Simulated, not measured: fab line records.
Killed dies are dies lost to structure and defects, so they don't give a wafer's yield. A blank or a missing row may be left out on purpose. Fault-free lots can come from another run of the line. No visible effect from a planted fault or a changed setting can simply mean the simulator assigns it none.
What tool caused it? | flow nand_harc | Sampling: 6 lots, 18 wafers, 5 of 1159 route steps

## WHAT THE GAUGES READ, wafer by wafer
NHARC_END_SORT_01.
lot  | measured     | on        | killed_at_other
L526 | day 22 19:23 | prober-01 | 656 2 1
L530 | day 23 15:29 | prober-01 | 1 2 0
L533 | day 25 08:32 | prober-01 | 0 2 1

## WHAT TOOL EACH LOT RAN ON (gives the tool, then ch and the chambers of the sampled wafers, and finally the start)
lot  | NHARC_THIN_TSV_DEP_43           | NHARC_THIN_TSV_DEP_47           | NHARC_THIN_TSV_ETCHBACK_48         | NHARC_THIN_TSV_PRE_CLEAN_54
L514 | pecvd-02 ch 0,1,2, day 19 03:38 | pecvd-03 ch 0,2, day 19 06:29   | rie_diel-13 ch 0,1, day 19 07:02   | pvd_sputter-01, day 19 09:44
L512 | pecvd-03 ch 0,2, day 19 07:16   | pecvd-03 ch 0,2, day 19 10:03   | rie_diel-11 ch 0,1,3, day 19 10:35 | pvd_sputter-01, day 19 13:13
L517 | pecvd-04 ch 0,2, day 19 16:47   | pecvd-02 ch 0,1, day 19 19:25   | rie_diel-02 ch 0,3, day 19 19:49   | pvd_sputter-02, day 19 22:38
L526 | pecvd-02 ch 0,1,2, day 22 01:09 | pecvd-02 ch 0,1,2, day 22 03:49 | rie_diel-13 ch 1,2,3, day 22 04:17 | pvd_sputter-01, day 22 06:47
L530 | pecvd-03 ch 0,1,2, day 23 01:11 | pecvd-02 ch 1,2, day 23 03:56   | rie_diel-13 ch 1,2, day 23 04:19   | pvd_sputter-01, day 23 07:07
L533 | pecvd-03 ch 1,2, day 24 08:26   | pecvd-03 ch 1,2, day 24 11:29   | rie_diel-02 ch 0,2,3, day 24 11:53 | pvd_sputter-01, day 24 14:43
- NHARC_THIN_TSV_DEP_43: deposits SiO2, target thk 1328.5 nm.
- NHARC_THIN_TSV_DEP_47: deposits SiO2, target thk 200 nm.
- NHARC_THIN_TSV_ETCHBACK_48: etches the open film in C4F8/Ar, target depth 1028.5 nm, time 405.17 s.
- NHARC_THIN_TSV_PRE_CLEAN_54: time 30 s.

## THE ANSWER, worked out from the rows above alone
Rule: the usual values come from the lots themselves. The widest of any qualifying gaps counts: lots, ordered by their means at a reading, are off when they make up no more than a third of the lots, leave a main group of 4 or more, and stand apart from it by 3 or more times the standard deviation of that group's means. If all means in a main group match to the digits the tables above print for the reading, that group is not used. Also off: a lot with no number at a reading for which 4 or more lots have one. The other lots that the step has rows for count as sound.
No lot is off on any of the readings shown, so nothing can be concluded from this.

## WHAT HAD BEEN PUT IN BY THE SIMULATOR
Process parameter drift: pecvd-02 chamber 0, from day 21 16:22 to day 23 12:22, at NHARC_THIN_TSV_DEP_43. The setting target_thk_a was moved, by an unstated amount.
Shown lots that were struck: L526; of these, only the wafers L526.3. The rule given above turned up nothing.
